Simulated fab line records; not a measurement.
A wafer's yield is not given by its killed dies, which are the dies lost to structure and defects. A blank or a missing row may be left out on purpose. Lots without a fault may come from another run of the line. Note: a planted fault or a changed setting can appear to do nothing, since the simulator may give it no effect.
fab line records | flow n5Finfet
[record] lots = 9 wafers = 27 lastDay = 17
route steps=1938 shown SDB@361 BEOL_M4@1111
lots untouched by any fault: they come from a run of this same line in which no faults occurred
startH: hours from the record's opening day to when the first of the lot's shown wafers began | waitH: hours elapsed since this lot's preceding step | " as in the row above | L1.1+2: a single row standing in for several wafers | - no value, or no start was given | * or withheld: withheld | < > ~ a bound
route shown NAME@n: names a module that has steps shown in the file, with the first one's number in the route | usual: mean/standard deviation taken from wafers without a fault | same: alike in all rows | chamber/n: place in a boat | sites: the reading at each site | _std_site: their standard deviation | _edge_site: inner sites' mean taken away from outer sites' mean | radiusMm: for every site, how far away it sits from the centre of the wafer | mask NAME#n: copy n | behind: the last tool/chamber to shape the wafer | hold: what put the lot on hold/how long, in hours/how the hold closed | device: the n, p or np transistor that did not switch | end of line: the same wafers' tests at the end of the route | step lacking rows: just its recipe | killed: at the first sort, the dies lost to defects and structure; wafer yield is something else | map: dies across one wafer; x = killed, . = not, _ = none there
set.NAME: the setting as run; set.NAME@STEP: as run at that earlier step | model.NAME: the simulator's own value behind a step, which no gauge read
steps of the route over a sample of lots; a table a step, a row a wafer
services: a tool's chamber out of use, with start hour (startH, from the record's first day; less than 0 if before it), hours out, and reason
[[steps]]
[step N5_SDB_ETCH_18]
[recipe] chemistry = N2/H2 target = SOC targetDepthA = 1000 overetchA = 200 maskMaterial = SiARC tempC = 40 timeS = 150 ionEnergyEv = 200 pressureMtorr = 30 sourceW = 840 biasW = 150 n2FlowSccm = 200 h2FlowSccm = 200
[usual] drypumpMotorCurrentA = 5.8/0.44 oesProductAu = 0.70/0.066 rfVppV = 523.3/2.1 showerheadPlenumPTorr = 2.52/0.071 throttleValvePct = 17.76/0.28
// columns lot.wafer tool chamber startH waitH drypumpMotorCurrentA oesProductAu rfHoursCounterH rfVppV showerheadPlenumPTorr throttleValvePct
L654.1 rieDiel-01 2 78.65 0.0 6.4 0.71 105 524.3 2.56 18.14
L654.5 " 3 " " 6.4 0.63 - 519.8 2.40 17.90
L654.6 " 2 " " 6.3 0.71 - 524.3 2.55 18.14
L655.2 rieDiel-03 0 81.95 0.0 6.1 0.84 8 524.4 2.50 17.54
L655.5 " 1 " " 5.8 0.63 - 522.7 2.51 18.00
L655.6 " 2 " " 6.0 0.71 - 524.7 2.56 17.50
L659.2 rieDiel-03 3 106.42 0.0 5.2 0.63 220 527.1 2.63 18.11
L659.5 " 0 " " 6.1 0.82 - 521.7 2.50 17.55
L659.6 " 3 " " 5.2 0.63 - 526.2 2.63 18.12
L662.1 rieDiel-01 3 128.74 0.0 6.4 0.88 4 528.0 2.71 17.47
L662.5 " 1 " " 6.0 0.78 - 524.1 2.58 17.83
L662.6 " 0 " " 5.7 0.68 - 524.5 2.54 17.49
L664.1 rieDiel-01 2 137.32 0.0 6.5 0.69 131 525.0 2.54 18.18
L664.2 " 0 " " 5.6 0.68 159 524.4 2.54 17.50
L664.6 " 2 " " 6.4 0.69 - 525.1 2.54 18.19
L667.2 rieDiel-04 2 157.07 0.0 5.0 0.64 191 521.1 2.42 17.55
L667.4 " 0 " " 5.7 0.73 82 521.2 2.46 18.08
L667.6 " 2 " " 5.0 0.65 - 521.3 2.42 17.58
L668.2 rieDiel-01 0 164.50 0.0 5.7 0.67 166 524.9 2.54 17.51
L668.3 " 1 " " 6.0 0.76 76 525.0 2.57 17.85
L668.5 " 2 " " 6.4 0.69 - 525.1 2.54 18.20
L671.1 rieDiel-04 1 182.72 0.0 5.6 0.60 242 525.7 2.61 17.93
L671.3 " 0 " " 5.7 0.72 92 521.9 2.46 18.11
L671.5 " 2 " " 4.9 0.64 - 521.1 2.42 17.59
L675.1 rieDiel-04 3 205.33 0.0 6.2 0.70 110 521.6 2.46 17.42
L675.2 " 2 " " 5.0 0.63 209 518.9 2.42 17.60
L675.4 " 2 " " 5.0 0.63 - 520.4 2.42 17.60
[step N5_SDB_ALD_29]
[recipe] material = SiNx targetThkA = 300 tempC = 400 aldPrecursorFamily = SiH2I2 aldCoReactant = N2/H2-plasma pulseTimeS = 1 aldCycles = 600 purgeTimeS = 2 coReactantPurgeTimeS = 2 pressureTorr = 2
[usual] heaterPowerW = 859/120 precursorPulseHeightRel = 1.000/0.018 susceptorTempC = 400.04/0.22
// columns lot.wafer tool chamber startH waitH heaterPowerW precursorPulseHeightRel sinceWetCleanH susceptorTempC
L654.1 aldSin-02 0 80.55 0.8 948 1.004 179 399.88
L654.5 " 3 81.90 2.2 751 1.003 - 400.03
L654.6 " 0 " " 948 1.024 - 400.24
L655.2 aldSin-04 1 82.68 0.0 691 1.013 273 400.46
L655.5 " 0 84.03 1.4 939 1.008 - 400.05
L655.6 " 1 " " 678 0.964 - 399.82
L659.2 aldSin-02 1 107.16 0.0 1030 0.999 206 399.46
L659.5 " 2 108.52 1.4 950 1.014 - 400.08
L659.6 " 3 " " 753 0.984 - 400.00
L662.1 aldSin-01 0 131.27 0.0 839 0.997 118 400.20
L662.5 " 0 132.63 1.4 863 1.008 - 400.10
L662.6 " 1 " " 814 1.024 - 399.98
L664.1 aldSin-02 3 138.05 0.0 770 0.966 236 400.21
L664.2 " 0 " " 940 1.000 236 399.94
L664.6 " 2 139.41 1.4 979 1.031 - 399.97
L667.2 aldSin-02 3 157.81 0.0 739 1.028 256 400.12
L667.4 " 2 " " 951 0.971 256 400.11
L667.6 " 3 159.16 1.4 733 1.023 - 400.08
L668.2 aldSin-02 0 165.29 0.0 951 1.001 264 400.05
L668.3 " 1 " " 1073 1.004 264 400.25
L668.5 " 0 166.64 1.4 952 1.009 - 399.93
L671.1 aldSin-01 0 184.53 1.1 863 0.979 171 400.10
L671.3 " 1 " " 797 1.012 171 400.16
L671.5 " 3 185.89 2.5 844 0.995 - 399.96
L675.1 aldSin-01 0 206.69 0.0 873 0.993 193 400.19
L675.2 " 1 " " 787 0.984 193 400.03
L675.4 " 3 " " 844 1.000 193 399.81
[step N5_SDB_CMP_30]
[recipe] stopOn = poly-Si tOverpolishS = 1.54 postCmpClean = alkalineBrush downForcePsi = 4.1491 platenRpm = 51.796 padVelocityMS = 1.0306 targetThkNm = 30
[usual] headPressurePsi = 4.149/0.0095 motorCurrentA = 12.4/1.3 overpolishRunS = 1.539/0.0096 slurryFlowMlMin = 150.1/0.45 timeToEndpointS = 17.2/2.3
// columns lot.wafer tool chamber startH waitH headPressurePsi motorCurrentA overpolishRunS slurryFlowMlMin timeToEndpointS
L654.1 cmp-03 1 83.37 1.5 4.169 10.7 1.542 149.3 18.6
L654.5 " 0 " " 4.150 11.4 1.534 150.5 17.7
L654.6 " 1 " " 4.141 10.1 1.536 149.4 15.3
L655.2 cmp-03 3 85.41 1.4 4.161 11.1 1.525 150.1 16.2
L655.5 " 3 " " 4.141 11.0 1.546 149.6 15.6
L655.6 " 0 " " 4.154 11.4 1.544 150.1 12.9
L659.2 cmp-03 0 110.17 1.7 3.815 11.3 1.536 149.4 20.0
L659.5 " 1 " " 3.803 10.1 1.528 149.8 17.8
L659.6 " 2 " " 3.793 10.8 1.548 150.6 18.3
L662.1 cmp-03 0 134.05 1.4 3.806 10.6 1.549 150.5 17.9
L662.5 " 3 " " 3.794 10.3 1.517 149.1 19.5
L662.6 " 0 " " 3.792 11.0 1.535 150.6 19.8
L664.2 cmp-04 2 140.79 1.4 4.154 13.2 1.541 150.4 17.0
L664.1 " 0 " " 4.156 14.9 1.533 150.0 16.5
L664.6 " 3 " " 4.147 12.4 1.548 150.7 15.9
L667.4 cmp-01 0 160.54 1.4 4.132 13.0 1.541 150.4 17.7
L667.2 " 2 " " 4.162 13.8 1.538 150.3 15.5
L667.6 " 0 " " 4.157 13.0 1.531 150.0 15.3
L668.2 cmp-01 2 168.10 1.5 4.161 13.3 1.532 149.3 15.4
L668.3 " 3 " " 4.154 14.2 1.525 149.7 19.7
L668.5 " 0 " " 4.151 12.7 1.535 150.3 19.1
L671.1 cmp-01 3 187.44 1.5 4.152 13.7 1.544 150.9 18.0
L671.3 " 1 " " 4.155 12.2 1.549 151.0 20.5
L671.5 " 2 " " 4.146 14.0 1.547 149.3 17.9
L675.4 cmp-03 1 209.42 1.4 4.137 10.6 1.537 150.2 18.9
L675.2 " 2 " " 4.130 10.6 1.554 149.9 18.3
L675.1 " 3 " " 4.141 10.8 1.537 150.0 20.4
[step N5_SDB_THK_MEAS_31]
[recipe] reads = a-Si_of_DUMMY_GATE_CVD_03
[usual] SDB_THK = 64.3/0.89
// columns lot.wafer tool chamber startH waitH SDB_THK[nm]
L654.1 filmMetro-02 - 83.63 - 64.2
L654.5 " - " " 63.6
L654.6 " - " " 63.8
L655.2 filmMetro-01 - 85.70 - 65.5
L655.5 " - " " 66.0
L655.6 " - " " 65.5
L659.2 filmMetro-02 - 110.35 - 64.7
L659.5 " - " " 65.4
L659.6 " - " " 64.6
L662.1 filmMetro-02 - 134.30 - 63.4
L662.5 " - " " 63.5
L662.6 " - " " 64.4
L664.1 filmMetro-02 - 141.08 - 63.7
L664.2 " - " " 64.4
L664.6 " - " " 63.3
L667.2 filmMetro-02 - 160.83 - 63.6
L667.4 " - " " 65.0
L667.6 " - " " 64.1
L668.2 filmMetro-02 - 168.32 - 65.8
L668.3 " - " " 65.9
L668.5 " - " " 64.7
L671.1 filmMetro-01 - 187.69 - 64.4
L671.3 " - " " 63.2
L671.5 " - " " 63.2
L675.1 filmMetro-02 - 209.72 - 64.5
L675.2 " - " " 64.4
L675.4 " - " " 63.6
[step N5_BEOL_M4_RC_MEAS_101]
[usual] DIBL_N = 35.7/1.3 DIBL_P = 36.0/1.6 IOFF_N = 0.154/0.025 IOFF_P = 0.21/0.034 ION_N = 675/9.7 ION_P = 465/7.4 SS_N = 71.3/0.55 SS_P = 73.1/0.52 VT_N = 250/3 VT_P = -249/3.6
// columns lot.wafer tool chamber startH waitH DIBL_N[mV/V] DIBL_P[mV/V] IOFF_N[nA/um] IOFF_P[nA/um] ION_N[uA/um] ION_P[uA/um] SS_N[mV/dec] SS_P[mV/dec] VT_N[mV] VT_P[mV]
L654.1 prober-02 0 180.97 0.0 36.9 37.2 0.169 0.21 677 463 71.0 74.0 245 -251
L654.5 " 0 " " 35.7 36.3 0.149 0.19 678 464 71.1 72.9 250 -253
L654.6 " 0 " " 36.6 36.6 0.161 0.20 678 460 71.0 73.4 247 -251
L655.2 prober-02 0 185.11 0.2 34.7 34.7 0.117 0.17 668 456 71.3 72.9 255 -254
L655.5 " 0 " " 37.3 37.5 0.156 0.21 659 457 71.9 73.2 252 -250
L655.6 " 0 " " 33.3 33.1 0.097 0.16 645 457 71.0 72.3 259 -254
L659.2 prober-01 0 214.44 0.2 34.2 34.8 0.125 0.21 667 469 71.0 72.6 251 -248
L659.5 " 0 " " 35.7 36.5 0.151 0.23 676 465 71.8 73.2 251 -247
L659.6 " 0 " " 34.2 35.4 0.129 0.21 662 465 71.3 72.9 254 -247
L662.1 prober-01 0 230.64 0.0 34.9 35.9 0.144 0.19 673 467 70.7 72.8 250 -250
L662.5 " 0 " " 36.1 37.8 0.166 0.22 676 463 71.9 73.1 250 -248
L662.6 " 0 " " 35.3 36.1 0.151 0.20 668 462 71.2 73.0 250 -247
L664.1 prober-01 0 236.37 0.0 35.5 34.5 0.131 0.17 669 456 70.7 74.0 254 -256
L664.2 " 0 " " 37.2 36.2 0.157 0.20 670 454 71.0 73.5 250 -255
L664.6 " 0 " " 36.6 35.7 0.153 0.18 685 458 71.5 74.0 249 -255
L667.2 prober-02 0 270.21 0.2 33.4 33.0 0.112 0.17 668 469 70.9 73.2 256 -252
L667.4 " 0 " " 34.0 33.0 0.117 0.16 665 460 70.6 72.9 253 -253
L667.6 " 0 " " 34.2 33.6 0.121 0.17 664 456 70.5 73.1 253 -255
L668.2 prober-01 0 270.96 0.2 36.2 37.7 0.176 0.23 683 464 71.5 73.4 246 -247
L668.3 " 0 " " 34.1 35.5 0.140 0.20 684 473 71.0 73.2 249 -249
L668.5 " 0 " " 34.1 35.8 0.139 0.20 678 469 71.4 73.7 248 -247
L671.1 prober-02 0 286.77 0.0 36.7 37.0 0.177 0.22 680 462 71.6 74.1 248 -251
L671.3 " 0 " " 35.3 35.0 0.153 0.19 665 452 71.6 72.9 251 -253
L671.5 " 0 " " 38.0 37.8 0.212 0.23 674 455 72.3 74.4 246 -250
L675.1 prober-02 0 302.38 0.0 36.9 35.3 0.160 0.20 671 459 71.9 72.7 249 -252
L675.2 " 0 " " 36.3 35.5 0.151 0.19 673 467 71.9 72.9 249 -252
L675.4 " 0 " " 37.2 36.2 0.168 0.21 680 459 71.7 73.7 249 -251
[[services]]
// columns tool chamber startH hours kind
cmp-03 - 60.39 2.1 repair
cmp-01 - 65.73 1.8 repair
rieDiel-01 3 104.27 - clean
rieDiel-01 3 104.27 - consumableReplace:focusRing
rieDiel-01 3 104.27 - consumableReplace:showerhead
rieDiel-01 3 104.27 16.1 scheduledDown
cmp-01 - 107.04 6.7 repair
rieDiel-03 - 109.52 28.1 pm
cmp-03 - 110.96 4.4 repair
aldSin-02 - 113.10 2.8 pm
cmp-01 - 140.52 4.0 pm
rieDiel-01 0 143.31 8.5 repair
rieDiel-01 3 144.31 29.9 repair
rieDiel-03 2 156.59 4.1 repair
aldSin-01 3 159.27 3.1 repair
cmp-03 - 159.50 0.4 repair
cmp-01 - 164.75 2.4 repair
cmp-01 - 174.15 0.4 repair
cmp-04 - 174.48 4.0 pm
aldSin-04 - 179.10 14.0 pm
rieDiel-01 3 179.40 9.7 repair
cmp-03 - 181.27 4.8 repair
rieDiel-01 3 189.25 4.4 repair
aldSin-01 2 208.67 6.7 repair
[[key]]
[firstSign] step = N5_SDB_CMP_30 reading = headPressurePsi direction = down sigmas = 37 usual = 4.149 struck = 3.800
effect none on later readings
metAt N5_SDB_CMP_30
struckLots L659,L662
notActingAt N5_SDB_ETCH_18,N5_SDB_ALD_29,N5_SDB_THK_MEAS_31
onsetBetween 85.41 110.17
[fault] kind = processParameterDrift tool = cmp-03 chamber = - onsetH = 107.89 steps = N5_SDB_CMP_30 channel = downForcePsi offset = -0.34786 shape = step endH = 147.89 actsIn = theseRecipesOnly stated = 4.1491
